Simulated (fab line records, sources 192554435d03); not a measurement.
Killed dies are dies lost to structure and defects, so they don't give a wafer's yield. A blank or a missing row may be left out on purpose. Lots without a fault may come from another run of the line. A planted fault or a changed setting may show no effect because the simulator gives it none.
One fault seen from 2 desks | flow n5_finfet | each desk has only its own numbers; what lay behind them comes last

THE METROLOGY DESK
What the gauges read, lot by lot, whatever tool the lot ran on: means of the sampled wafers that have a number. A lot is out of limits, marked OUT, if its mean lies more than 4 standard deviations from the usual mean; the brackets give that distance. Of its 17 readings 7 are shown: the one that was out of limits first, and those that lie furthest out on some lot.
Columns: A = CJ_N at N5_BEOL_M4_RC_MEAS_101, usual 4.38; B = DIBL_N at N5_BEOL_M4_RC_MEAS_101, usual 35.8 mV/V; C = IOFF_N at N5_BEOL_M4_RC_MEAS_101, usual 0.16 nA/um; D = IOFF_N_85C at N5_BEOL_M4_RC_MEAS_101, usual 3.0 nA/um; E = IOFF_N_LIN at N5_BEOL_M4_RC_MEAS_101, usual 0.072 nA/um; F = IOFF_N_LONG at N5_BEOL_M4_RC_MEAS_101, usual 5.53e-05 nA/um; G = SS_N at N5_BEOL_M4_RC_MEAS_101, usual 71.4 mV/dec
lot  | first seen here | A              | B               | C                       | D                       | E                       | F                  | G
L914 | day 2 00:40     | 0.09 (-47) OUT | 102.1 (+37) OUT | 26.05 (+99 or more) OUT | 214.2 (+99 or more) OUT | 1.236 (+90) OUT         | 1.02e-04 (+21) OUT | 141.5 (+99 or more) OUT
L915 | day 2 06:46     | 0.09 (-47) OUT | 104.9 (+38) OUT | 28.70 (+99 or more) OUT | 239.4 (+99 or more) OUT | 1.378 (+99 or more) OUT | 1.06e-04 (+23) OUT | 146.3 (+99 or more) OUT
L917 | day 2 18:38     | 4.42           | 35.9            | 0.16                    | 3.0                     | 0.071                   | 5.31e-05           | 71.8
L924 | day 4 12:46     | 4.39           | 36.1            | 0.16                    | 3.1                     | 0.075                   | 5.34e-05           | 71.1
L925 | day 4 18:40     | 4.40           | 36.7            | 0.16                    | 3.1                     | 0.074                   | 5.46e-05           | 71.0
L928 | day 5 12:47     | 4.36           | 33.3            | 0.11                    | 2.4                     | 0.056                   | 5.52e-05           | 70.5
L931 | day 6 06:38     | 4.37           | 36.9            | 0.17                    | 3.2                     | 0.076                   | 5.73e-05           | 71.6
L933 | day 6 18:47     | 4.47           | 35.8            | 0.14                    | 2.9                     | 0.067                   | 5.66e-05           | 71.5
L934 | day 7 00:46     | 4.38           | 35.6            | 0.13                    | 2.7                     | 0.065                   | 5.57e-05           | 70.8
This desk's finding: out of limits on L914, L915; first on L914, day 7 21:46 (CJ_N at N5_BEOL_M4_RC_MEAS_101). In limits: L917, L924, L925, L928, L931, L933, L934.

THE TOOL OWNER'S DESK: wet_bench-02
The tool's own readings at N5_WELL_APT_STRIP_16 (strips in SPM, time 900 s): means of the sampled wafers that have a number, for each lot that ran on this tool. A lot is out of limits, marked OUT, if its mean lies more than 4 standard deviations from the usual mean; the brackets give that distance.
Columns: A = bath_guard_temp_C at N5_WELL_APT_STRIP_16, usual 130.0 C; B = bath_heat_duty_pct at N5_WELL_APT_STRIP_16, usual 15.0 %
lot  | first seen here | A     | B
L924 | day 4 14:23     | 130.5 | 15.6
L934 | day 7 02:16     | 130.6 | 13.8
This desk's finding: nothing out of limits on any of the 2 lots.

PUT TOGETHER
The metrology desk could have raised an alarm at day 7 21:46, on L914, L915.
The tool owner's desk saw nothing out of limits.
The tool owner's desk has no number on record for L914, L915.
Of the lots named, all ran N5_WELL_APT_STRIP_16 on wet_bench-02.

WHAT THE SIMULATOR HAD PUT IN
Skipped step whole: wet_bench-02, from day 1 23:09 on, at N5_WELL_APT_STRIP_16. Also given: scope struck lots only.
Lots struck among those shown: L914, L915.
Hours from the fault's start to each desk's first reading out of limits: the metrology desk, 143.
